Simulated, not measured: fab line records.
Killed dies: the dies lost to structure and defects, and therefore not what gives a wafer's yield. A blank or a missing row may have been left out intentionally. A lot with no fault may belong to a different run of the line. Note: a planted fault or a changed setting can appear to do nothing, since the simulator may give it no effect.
Chamber matching ; flow n5-finfet ; 4 sister chambers for N5_DUMMY_REMOVAL_STRIP_10 on rie-diel-05
The step strips in N2/H2, time 40 s. 18 wafers are shown with their chamber, then 9 later ones without.

== WAFERS, EACH WITH ITS CHAMBER ==
wafer;chamber;drypump-motor-current-A (A);showerhead-plenum-p-Torr (Torr);oes-product-au (a.u.)
L076.1;3;5.6;3.33;0.68
L076.3;2;6.0;3.50;0.73
L076.4;3;5.6;3.33;0.68
L077.1;3;5.6;3.33;0.69
L077.5;2;6.1;3.50;0.73
L077.6;0;6.2;3.38;0.76
L078.3;0;6.2;3.38;0.76
L078.4;1;5.2;3.32;0.99
L078.6;0;6.2;3.38;0.75
L080.1;2;6.1;3.49;0.73
L080.3;0;6.2;3.38;0.75
L080.5;1;5.2;3.32;0.96
L084.1;3;5.6;3.33;1.01
L084.4;1;5.2;3.31;0.92
L084.5;0;6.2;3.37;0.75
L091.1;1;5.2;3.31;0.89
L091.4;3;5.6;3.32;0.94
L091.6;3;5.6;3.32;0.95

SIGNATURES (means of the wafers above)
reading;chamber 0;chamber 1;chamber 2;chamber 3;scatter within a chamber
drypump-motor-current-A;6.200;5.200;6.067;5.600;0.0218
showerhead-plenum-p-Torr;3.3780;3.3150;3.4967;3.3267;0.00521
oes-product-au;0.7540;0.9400;0.7300;0.8250;0.0961
Rule: for a wafer and a chamber, the distance is found by dividing, reading by reading, the gap between the wafer's reading and the chamber's mean by the reading's scatter, squaring, summing and taking the root. If the next closest chamber is less than 2 further off than the closest, the wafer can't be placed; otherwise it belongs to the closest. The scatter is the square root of a quotient: the sum, over the shown wafers, of each reading's squared deviation from its chamber's mean, divided by wafers minus chambers.

== WAFERS MISSING THEIR CHAMBER ==
wafer;drypump-motor-current-A (A);showerhead-plenum-p-Torr (Torr);oes-product-au (a.u.)
L093.3;6.2;3.36;0.74
L093.4;5.6;3.32;0.94
L093.6;5.2;3.30;0.89
L095.2;5.2;3.30;0.88
L095.3;5.6;3.32;0.93
L095.6;5.5;3.32;0.93
L097.1;6.1;3.48;0.70
L097.4;5.6;3.32;0.93
L097.6;6.2;3.36;0.72

== EACH ONE'S CHAMBER ==
wafer;from the rows above;in truth
L093.3;0;0
L093.4;3;3
L093.6;1;1
L095.2;1;1
L095.3;3;3
L095.6;3;3
L097.1;2;2
L097.4;3;3
L097.6;0;0
Correct placement for 9 of the 9. From these rows, 0 cannot be placed. Number placed wrongly: 0.
